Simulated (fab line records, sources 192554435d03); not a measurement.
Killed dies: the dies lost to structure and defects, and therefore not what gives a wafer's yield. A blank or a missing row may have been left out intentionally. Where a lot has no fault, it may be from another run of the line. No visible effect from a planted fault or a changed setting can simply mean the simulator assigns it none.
Which tool did it? || flow n5-finfet || Sampling: 24 lots, 72 wafers, 4 of 1938 route steps

== WHAT THE GAUGES READ, wafer by wafer ==
N5_BEOL_M9_INSPECT_13: inspects for defects (brightfield).
{"lot": "L074", "measured": "day 9 19:32", "on": "defect-inspect-02", "raw-defect-count": "541 397 454"}
{"lot": "L075", "measured": "day 10 00:11", "on": "defect-inspect-02", "raw-defect-count": "330 444 433"}
{"lot": "L076", "measured": "day 10 04:15", "on": "defect-inspect-01", "raw-defect-count": "428 341 452"}
{"lot": "L078", "measured": "day 10 06:53", "on": "defect-inspect-02", "raw-defect-count": "579 394 427"}
{"lot": "L077", "measured": "day 10 11:53", "on": "defect-inspect-02", "raw-defect-count": "467 469 289"}
{"lot": "L079", "measured": "day 11 06:25", "on": "defect-inspect-02", "raw-defect-count": "366 493 443"}
{"lot": "L080", "measured": "day 11 16:28", "on": "defect-inspect-02", "raw-defect-count": "365 387 383"}
{"lot": "L081", "measured": "day 11 21:58", "on": "defect-inspect-01", "raw-defect-count": "367 338 381"}
{"lot": "L084", "measured": "day 13 00:04", "on": "defect-inspect-01", "raw-defect-count": "414 333 307"}
{"lot": "L087", "measured": "day 13 00:14", "on": "defect-inspect-02", "raw-defect-count": "319 349 484"}
{"lot": "L083", "measured": "day 13 00:24", "on": "defect-inspect-01", "raw-defect-count": "282 324 281"}
{"lot": "L082", "measured": "day 13 05:24", "on": "defect-inspect-01", "raw-defect-count": "310 323 467"}
{"lot": "L086", "measured": "day 13 05:44", "on": "defect-inspect-02", "raw-defect-count": "398 524 358"}
{"lot": "L085", "measured": "day 13 18:13", "on": "defect-inspect-01", "raw-defect-count": "433 373 350"}
{"lot": "L088", "measured": "day 13 23:34", "on": "defect-inspect-02", "raw-defect-count": "345 367 810"}
{"lot": "L089", "measured": "day 14 10:34", "on": "defect-inspect-02", "raw-defect-count": "407 377 421"}
{"lot": "L091", "measured": "day 14 17:27", "on": "defect-inspect-01", "raw-defect-count": "345 340 316"}
{"lot": "L090", "measured": "day 14 17:29", "on": "defect-inspect-02", "raw-defect-count": "421 480 306"}
{"lot": "L092", "measured": "day 14 21:17", "on": "defect-inspect-02", "raw-defect-count": "446 376 446"}
{"lot": "L093", "measured": "day 14 22:10", "on": "defect-inspect-02", "raw-defect-count": "452 427 443"}
{"lot": "L094", "measured": "day 15 02:10", "on": "defect-inspect-01", "raw-defect-count": "256 357 291"}
{"lot": "L095", "measured": "day 15 08:41", "on": "defect-inspect-02", "raw-defect-count": "425 803 512"}
{"lot": "L096", "measured": "day 15 12:49", "on": "defect-inspect-01", "raw-defect-count": "395 514 567"}
{"lot": "L097", "measured": "day 16 09:07", "on": "defect-inspect-01", "raw-defect-count": "319 336 499"}

N5_BEOL_M9_CD_MEAS_18: pitch 140 nm, target cd 70 nm.
{"lot": "L074", "measured": "day 9 20:02", "on": "cd-sem-03", "cd-nm (nm)": "70.4 70.0 70.2"}
{"lot": "L075", "measured": "day 10 00:41", "on": "cd-sem-01", "cd-nm (nm)": "68.6 69.3 69.4"}
{"lot": "L076", "measured": "day 10 05:05", "on": "cd-sem-02", "cd-nm (nm)": "70.1 69.8 69.8"}
{"lot": "L078", "measured": "day 10 07:34", "on": "cd-sem-01", "cd-nm (nm)": "70.1 70.5 70.6"}
{"lot": "L077", "measured": "day 10 12:22", "on": "cd-sem-01", "cd-nm (nm)": "70.3 70.5 70.5"}
{"lot": "L079", "measured": "day 11 07:10", "on": "cd-sem-03", "cd-nm (nm)": "69.6 69.5 69.5"}
{"lot": "L080", "measured": "day 11 17:10", "on": "cd-sem-02", "cd-nm (nm)": "69.6 69.0 69.4"}
{"lot": "L081", "measured": "day 11 22:34", "on": "cd-sem-02", "cd-nm (nm)": "70.3 69.9 69.9"}
{"lot": "L084", "measured": "day 13 00:45", "on": "cd-sem-02", "cd-nm (nm)": "70.8 70.9 70.5"}
{"lot": "L087", "measured": "day 13 00:46", "on": "cd-sem-01", "cd-nm (nm)": "69.5 68.8 68.8"}
{"lot": "L083", "measured": "day 13 00:59", "on": "cd-sem-03", "cd-nm (nm)": "69.6 71.1 70.1"}
{"lot": "L082", "measured": "day 13 06:31", "on": "cd-sem-01", "cd-nm (nm)": "69.9 69.1 70.0"}
{"lot": "L086", "measured": "day 13 06:48", "on": "cd-sem-01", "cd-nm (nm)": "69.7 69.2 69.0"}
{"lot": "L085", "measured": "day 13 19:04", "on": "cd-sem-02", "cd-nm (nm)": "68.8 69.0 69.4"}
{"lot": "L088", "measured": "day 14 00:10", "on": "cd-sem-03", "cd-nm (nm)": "69.7 70.1 70.2"}
{"lot": "L089", "measured": "day 14 11:20", "on": "cd-sem-03", "cd-nm (nm)": "69.9 70.4 70.0"}
{"lot": "L091", "measured": "day 14 18:00", "on": "cd-sem-02", "cd-nm (nm)": "69.4 69.8 70.0"}
{"lot": "L090", "measured": "day 14 18:16", "on": "cd-sem-02", "cd-nm (nm)": "70.5 70.4 70.6"}
{"lot": "L092", "measured": "day 14 21:50", "on": "cd-sem-01", "cd-nm (nm)": "69.6 69.1 69.5"}
{"lot": "L093", "measured": "day 14 22:43", "on": "cd-sem-03", "cd-nm (nm)": "69.6 70.5 69.9"}
{"lot": "L094", "measured": "day 15 02:44", "on": "cd-sem-03", "cd-nm (nm)": "70.4 70.9 69.5"}
{"lot": "L095", "measured": "day 15 09:11", "on": "cd-sem-01", "cd-nm (nm)": "70.3 69.8 69.5"}
{"lot": "L096", "measured": "day 15 14:13", "on": "cd-sem-01", "cd-nm (nm)": "69.6 70.3 70.5"}
{"lot": "L097", "measured": "day 16 09:46", "on": "cd-sem-02", "cd-nm (nm)": "69.6 70.1 70.5"}

N5_BEOL_M9_OVL_MEAS_29.
{"lot": "L074", "measured": "day 9 22:42", "on": "overlay-01", "V8_OVL (nm)": "-0.6 -1.3 -0.9"}
{"lot": "L075", "measured": "day 10 01:16", "on": "overlay-01", "V8_OVL (nm)": "-0.2 -1.3 -0.3"}
{"lot": "L076", "measured": "day 10 05:33", "on": "overlay-02", "V8_OVL (nm)": "-0.4 -0.6 -1.1"}
{"lot": "L078", "measured": "day 10 10:04", "on": "overlay-02", "V8_OVL (nm)": "0.6 0.6 0.8"}
{"lot": "L077", "measured": "day 10 13:23", "on": "overlay-02", "V8_OVL (nm)": "-0.9 -1.0 -0.2"}
{"lot": "L079", "measured": "day 11 08:43", "on": "overlay-02", "V8_OVL (nm)": "0.2 0.3 0.0"}
{"lot": "L080", "measured": "day 11 17:38", "on": "overlay-01", "V8_OVL (nm)": "-0.2 -0.2 -0.2"}
{"lot": "L081", "measured": "day 12 00:35", "on": "overlay-02", "V8_OVL (nm)": "0.0 0.7 -0.1"}
{"lot": "L084", "measured": "day 13 04:52", "on": "overlay-01", "V8_OVL (nm)": "0.8 0.1 0.3"}
{"lot": "L087", "measured": "day 13 04:55", "on": "overlay-02", "V8_OVL (nm)": "0.4 1.2 -0.3"}
{"lot": "L083", "measured": "day 13 04:49", "on": "overlay-02", "V8_OVL (nm)": "-0.3 -0.8 0.8"}
{"lot": "L082", "measured": "day 13 08:49", "on": "overlay-01", "V8_OVL (nm)": "0.6 0.6 1.2"}
{"lot": "L086", "measured": "day 13 12:23", "on": "overlay-01", "V8_OVL (nm)": "-1.4 -0.9 -1.0"}
{"lot": "L085", "measured": "day 13 22:29", "on": "overlay-01", "V8_OVL (nm)": "-0.1 0.0 -0.2"}
{"lot": "L088", "measured": "day 14 01:19", "on": "overlay-01", "V8_OVL (nm)": "-0.5 -0.3 -0.7"}
{"lot": "L089", "measured": "day 14 12:38", "on": "overlay-01", "V8_OVL (nm)": "0.5 -0.7 -0.4"}
{"lot": "L091", "measured": "day 14 19:23", "on": "overlay-01", "V8_OVL (nm)": "-0.9 -0.8 -0.5"}
{"lot": "L090", "measured": "day 14 19:36", "on": "overlay-02", "V8_OVL (nm)": "-1.2 -1.0 -1.6"}
{"lot": "L092", "measured": "day 15 00:46", "on": "overlay-01", "V8_OVL (nm)": "-1.0 -0.9 -0.1"}
{"lot": "L093", "measured": "day 15 01:11", "on": "overlay-02", "V8_OVL (nm)": "0.4 0.3 -0.3"}
{"lot": "L094", "measured": "day 15 03:04", "on": "overlay-02", "V8_OVL (nm)": "0.2 -0.4 0.6"}
{"lot": "L095", "measured": "day 15 11:17", "on": "overlay-02", "V8_OVL (nm)": "-0.8 -1.5 -0.4"}
{"lot": "L096", "measured": "day 15 16:43", "on": "overlay-02", "V8_OVL (nm)": "0.9 0.2 0.2"}
{"lot": "L097", "measured": "day 16 10:13", "on": "overlay-01", "V8_OVL (nm)": "-0.3 0.1 -0.1"}

== EACH LOT AND THE TOOL THAT RAN IT (in order: tool; ch and the chambers of the sampled wafers; start) ==
{"lot": "L074", "N5_BEOL_M9_HM_DEP_02": "pvd-sputter-02, day 9 18:59"}
{"lot": "L075", "N5_BEOL_M9_HM_DEP_02": "pvd-sputter-03, day 9 23:38"}
{"lot": "L076", "N5_BEOL_M9_HM_DEP_02": "pvd-sputter-01, day 10 03:42"}
{"lot": "L078", "N5_BEOL_M9_HM_DEP_02": "pvd-sputter-03, day 10 06:20"}
{"lot": "L077", "N5_BEOL_M9_HM_DEP_02": "pvd-sputter-01, day 10 11:20"}
{"lot": "L079", "N5_BEOL_M9_HM_DEP_02": "pvd-sputter-02, day 11 05:51"}
{"lot": "L080", "N5_BEOL_M9_HM_DEP_02": "pvd-sputter-02, day 11 15:55"}
{"lot": "L081", "N5_BEOL_M9_HM_DEP_02": "pvd-sputter-02, day 11 21:25"}
{"lot": "L084", "N5_BEOL_M9_HM_DEP_02": "pvd-sputter-03, day 12 23:31"}
{"lot": "L087", "N5_BEOL_M9_HM_DEP_02": "pvd-sputter-01, day 12 23:32"}
{"lot": "L083", "N5_BEOL_M9_HM_DEP_02": "pvd-sputter-01, day 12 23:38"}
{"lot": "L082", "N5_BEOL_M9_HM_DEP_02": "pvd-sputter-03, day 13 04:50"}
{"lot": "L086", "N5_BEOL_M9_HM_DEP_02": "pvd-sputter-03, day 13 05:11"}
{"lot": "L085", "N5_BEOL_M9_HM_DEP_02": "pvd-sputter-03, day 13 17:40"}
{"lot": "L088", "N5_BEOL_M9_HM_DEP_02": "pvd-sputter-01, day 13 23:08"}
{"lot": "L089", "N5_BEOL_M9_HM_DEP_02": "pvd-sputter-03, day 14 10:08"}
{"lot": "L091", "N5_BEOL_M9_HM_DEP_02": "pvd-sputter-03, day 14 16:54"}
{"lot": "L090", "N5_BEOL_M9_HM_DEP_02": "pvd-sputter-01, day 14 16:54"}
{"lot": "L092", "N5_BEOL_M9_HM_DEP_02": "pvd-sputter-02, day 14 20:52"}
{"lot": "L093", "N5_BEOL_M9_HM_DEP_02": "pvd-sputter-03, day 14 21:44"}
{"lot": "L094", "N5_BEOL_M9_HM_DEP_02": "pvd-sputter-01, day 15 01:44"}
{"lot": "L095", "N5_BEOL_M9_HM_DEP_02": "pvd-sputter-01, day 15 08:08"}
{"lot": "L096", "N5_BEOL_M9_HM_DEP_02": "pvd-sputter-01, day 15 12:16"}
{"lot": "L097", "N5_BEOL_M9_HM_DEP_02": "pvd-sputter-01, day 16 08:34"}
- N5_BEOL_M9_HM_DEP_02: deposits TiN, target thk 20 nm.

== WHAT THE TOOLS THEMSELVES READ (means of the sampled wafers that have a number; where no wafer has one, the mark that the record gives instead) ==
N5_BEOL_M9_HM_DEP_02.
{"lot": "L074", "tool": "pvd-sputter-02", "throttle-valve-pct (%)": 30.0}
{"lot": "L075", "tool": "pvd-sputter-03", "throttle-valve-pct (%)": 29.4}
{"lot": "L076", "tool": "pvd-sputter-01", "throttle-valve-pct (%)": 30.9}
{"lot": "L078", "tool": "pvd-sputter-03", "throttle-valve-pct (%)": 31.1}
{"lot": "L077", "tool": "pvd-sputter-01", "throttle-valve-pct (%)": 30.1}
{"lot": "L079", "tool": "pvd-sputter-02", "throttle-valve-pct (%)": 30.1}
{"lot": "L080", "tool": "pvd-sputter-02", "throttle-valve-pct (%)": 29.8}
{"lot": "L081", "tool": "pvd-sputter-02", "throttle-valve-pct (%)": 29.8}
{"lot": "L084", "tool": "pvd-sputter-03", "throttle-valve-pct (%)": 29.8}
{"lot": "L087", "tool": "pvd-sputter-01", "throttle-valve-pct (%)": 29.3}
{"lot": "L083", "tool": "pvd-sputter-01", "throttle-valve-pct (%)": 30.4}
{"lot": "L082", "tool": "pvd-sputter-03", "throttle-valve-pct (%)": 28.9}
{"lot": "L086", "tool": "pvd-sputter-03", "throttle-valve-pct (%)": 29.0}
{"lot": "L085", "tool": "pvd-sputter-03", "throttle-valve-pct (%)": 29.4}
{"lot": "L088", "tool": "pvd-sputter-01", "throttle-valve-pct (%)": 30.5}
{"lot": "L089", "tool": "pvd-sputter-03", "throttle-valve-pct (%)": 31.5}
{"lot": "L091", "tool": "pvd-sputter-03", "throttle-valve-pct (%)": 30.3}
{"lot": "L090", "tool": "pvd-sputter-01", "throttle-valve-pct (%)": 30.5}
{"lot": "L092", "tool": "pvd-sputter-02", "throttle-valve-pct (%)": 29.8}
{"lot": "L093", "tool": "pvd-sputter-03", "throttle-valve-pct (%)": 30.1}
{"lot": "L094", "tool": "pvd-sputter-01", "throttle-valve-pct (%)": 30.6}
{"lot": "L095", "tool": "pvd-sputter-01", "throttle-valve-pct (%)": 30.5}
{"lot": "L096", "tool": "pvd-sputter-01", "throttle-valve-pct (%)": 30.4}
{"lot": "L097", "tool": "pvd-sputter-01", "throttle-valve-pct (%)": 31.2}

== THE ANSWER, worked out from the rows above alone ==
Rule: the lots themselves supply what counts as usual. Put in order of their means at a reading, lots are off if they are a third of the lots or fewer, leave a main group of 4 or more, and stand apart from it by a gap of 3 or more times the standard deviation of the main group's means; of several such gaps the widest counts. Not used: any main group whose means are identical at the precision the tables above print for the reading. A lot without any number at a reading at which 4 lots or more have one is off too. All remaining lots with rows at the step are treated as sound. First the gauges in route order, then the tools' own readings, where a lot's mean is used as printed above. The first step at which some lot is off is used, and at that step the reading that is off furthest; a lot without a number counts as furthest.
Across all readings shown, no lot is off: no conclusion can be drawn from this.

== WHAT HAD BEEN PUT IN BY THE SIMULATOR ==
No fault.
